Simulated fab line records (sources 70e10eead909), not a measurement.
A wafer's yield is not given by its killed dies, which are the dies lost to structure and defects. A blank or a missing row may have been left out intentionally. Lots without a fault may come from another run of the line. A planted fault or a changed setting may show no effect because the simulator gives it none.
Chamber matching | flow nand harc | NHARC_A_CONTACT_ETCH_48 on rie diel-08 has 4 sister chambers
The step etches the open film in CF4, target depth 39 nm, time 65 s. 14 wafers are shown with their chamber, then 7 later ones without.

== WAFERS, EACH WITH ITS CHAMBER ==
wafer  | chamber | showerhead plenum p Torr (Torr) | oes product au (a.u.) | rf vpp V (V)
L076.1 | 3       | 1.80                            | 0.989                 | 151.1
L076.4 | 2       | 1.77                            | 1.022                 | 151.0
L076.5 | 1       | 1.77                            | 0.987                 | 152.1
L075.1 | 0       | 1.90                            | 1.013                 | 155.5
L075.4 | 1       | 1.77                            | 0.990                 | 151.3
L075.5 | 2       | 1.77                            | 1.007                 | 151.9
L077.2 | 2       | 1.77                            | 1.021                 | 150.0
L077.4 | 0       | 1.89                            | 1.020                 | 154.7
L077.5 | 0       | 1.89                            | 1.018                 | 152.6
L078.1 | 1       | 1.77                            | 1.001                 | 151.7
L078.2 | 3       | 1.80                            | 0.990                 | 151.2
L078.6 | 3       | 1.80                            | 0.995                 | 151.9
L090.2 | 1       | 1.76                            | 0.986                 | 151.1
L090.4 | 2       | 1.75                            | 1.000                 | 149.5

SIGNATURES, as means of the wafers listed above
reading                  | chamber 0 | chamber 1 | chamber 2 | chamber 3 | scatter within a chamber
showerhead plenum p Torr | 1.8933    | 1.7675    | 1.7650    | 1.8000    | 0.00665
oes product au           | 1.01700   | 0.99100   | 1.01250   | 0.99133   | 0.00733
rf vpp V                 | 154.267   | 151.550   | 150.600   | 151.400   | 0.942
Rule: for each reading, subtract the chamber's mean from the wafer's reading, divide by that reading's scatter and square the result; add these up over the readings and take the root, which gives the wafer's distance from the chamber. If the next closest chamber is less than 2 further off than the closest, the wafer can't be placed; otherwise it belongs to the closest. How the scatter is found: for the shown wafers, subtract from each reading the mean of its chamber, square and add these, divide the total by (wafers less chambers), then take the root.

== WAFERS MISSING THEIR CHAMBER ==
wafer  | showerhead plenum p Torr (Torr) | oes product au (a.u.) | rf vpp V (V)
L090.5 | 1.79                            | 1.019                 | 152.2
L093.1 | 1.75                            | 1.005                 | 150.8
L093.2 | 1.76                            | 0.997                 | 151.4
L093.5 | 1.78                            | 1.013                 | 151.7
L096.1 | 1.75                            | 1.005                 | 152.2
L096.4 | 1.76                            | 0.996                 | 151.1
L096.6 | 1.78                            | 1.003                 | 151.7

== THE CHAMBER EACH PASSED THROUGH ==
wafer  | from the rows above          | in truth
L090.5 | can't be placed: 3 or 2 or 1 | 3
L093.1 | can't be placed: 2 or 1      | 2
L093.2 | can't be placed: 1 or 2      | 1
L093.5 | can't be placed: 2 or 1 or 3 | 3
L096.1 | can't be placed: 2 or 1      | 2
L096.4 | can't be placed: 1 or 2      | 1
L096.6 | can't be placed: 1 or 2 or 3 | 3
Correct placement for 0 of the 7. Not placeable from these rows: 7 (in 7, the candidates include the true chamber). Placed wrongly: 0.
